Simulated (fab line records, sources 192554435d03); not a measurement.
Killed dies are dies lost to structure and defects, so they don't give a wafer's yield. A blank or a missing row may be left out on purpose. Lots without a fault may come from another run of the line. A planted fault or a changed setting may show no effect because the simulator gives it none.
Which tool did it? | flow n5_finfet | 9 lots, 27 wafers sampled, at 4 steps of a route of 1938

WHAT THE GAUGES READ, wafer by wafer
N5_BEOL_M4_THK_MEAS_01.
lot  | measured     | on            | M4_ILD_THK (nm)
L899 | day 10 07:32 | film_metro-01 | 0.0 0.0 0.0
L900 | day 11 00:32 | film_metro-01 | 0.1 0.0 0.1
L901 | day 11 04:11 | film_metro-01 | 0.0 0.0 0.0
L904 | day 11 13:57 | film_metro-02 | 77.8 78.9 79.0
L905 | day 11 16:36 | film_metro-01 | 78.8 80.0 80.6
L906 | day 11 19:38 | film_metro-01 | 79.6 79.8 80.6
L907 | day 12 14:34 | film_metro-02 | 77.8 78.0 79.0
L908 | day 12 20:13 | film_metro-01 | 77.1 79.5 78.6
L910 | day 13 01:32 | film_metro-01 | 79.2 79.8 78.2

WHICH TOOL RAN EACH LOT (tool, then ch and the chambers of the sampled wafers, then the start)
lot  | N5_BEOL_M3_SPUTTER_92        | N5_BEOL_M3_CMP_52             | N5_BEOL_M4_ILD_DEP_00
L899 | pvd_sputter-01, day 10 05:53 | cmp-02 ch 0,3, day 10 06:52   | pecvd-03 ch 1,2, day 10 07:28
L900 | pvd_sputter-01, day 10 22:44 | cmp-02 ch 0,1,3, day 10 23:43 | pecvd-01 ch 0,1,2, day 11 00:28
L901 | pvd_sputter-01, day 11 02:25 | cmp-02 ch 0,1,2, day 11 03:26 | pecvd-04 ch 0,2, day 11 04:06
L904 | pvd_sputter-01, day 11 12:17 | cmp-02 ch 1,3, day 11 13:15   | pecvd-04 ch 0,1,2, day 11 13:53
L905 | pvd_sputter-03, day 11 14:59 | cmp-02 ch 0,1, day 11 15:57   | pecvd-03 ch 1,2, day 11 16:32
L906 | pvd_sputter-02, day 11 18:01 | cmp-02 ch 2,3, day 11 18:56   | pecvd-01 ch 0,1,2, day 11 19:35
L907 | pvd_sputter-01, day 12 12:52 | cmp-02 ch 0,2,3, day 12 13:48 | pecvd-04 ch 0,1, day 12 14:29
L908 | pvd_sputter-01, day 12 18:37 | cmp-01 ch 1,2, day 12 19:32   | pecvd-03 ch 0,2, day 12 20:10
L910 | pvd_sputter-01, day 12 23:54 | cmp-02 ch 0,2, day 13 00:52   | pecvd-01 ch 1,2, day 13 01:27
- N5_BEOL_M3_SPUTTER_92: material Cu, target thk 4.5 nm, time 8.29 s.
- N5_BEOL_M3_CMP_52: polishes, stops on SiOC, t overpolish 6.8 s, target thk 40 nm.
- N5_BEOL_M4_ILD_DEP_00: deposits SiOC from DEMS/O2, target thk 79 nm, time 15.3 s.

THE ANSWER, worked out from the rows above alone
Rule: what is usual is taken from the lots themselves. Put in order of their means at a reading, lots are off if they are a third of the lots or fewer, leave a main group of 4 or more, and stand apart from it by a gap of 3 or more times the standard deviation of the main group's means; of several such gaps the widest counts. A main group whose means are all the same, to the digits that the tables above print for the reading, isn't used. A lot without any number at a reading at which 4 lots or more have one is off too. The other lots that the step has rows for count as sound.
Off: L899, L900, L901, at N5_BEOL_M4_THK_MEAS_01 (M4_ILD_THK). The main group: mean 79.0 nm, standard deviation 0.67.
A tool fits if, at a process step before that reading, it ran every lot that is off, and no sound lot after the first of them. The gauges at N5_BEOL_M4_THK_MEAS_01 are tried like those tools. None of those tried fits.

WHAT THE SIMULATOR HAD PUT IN
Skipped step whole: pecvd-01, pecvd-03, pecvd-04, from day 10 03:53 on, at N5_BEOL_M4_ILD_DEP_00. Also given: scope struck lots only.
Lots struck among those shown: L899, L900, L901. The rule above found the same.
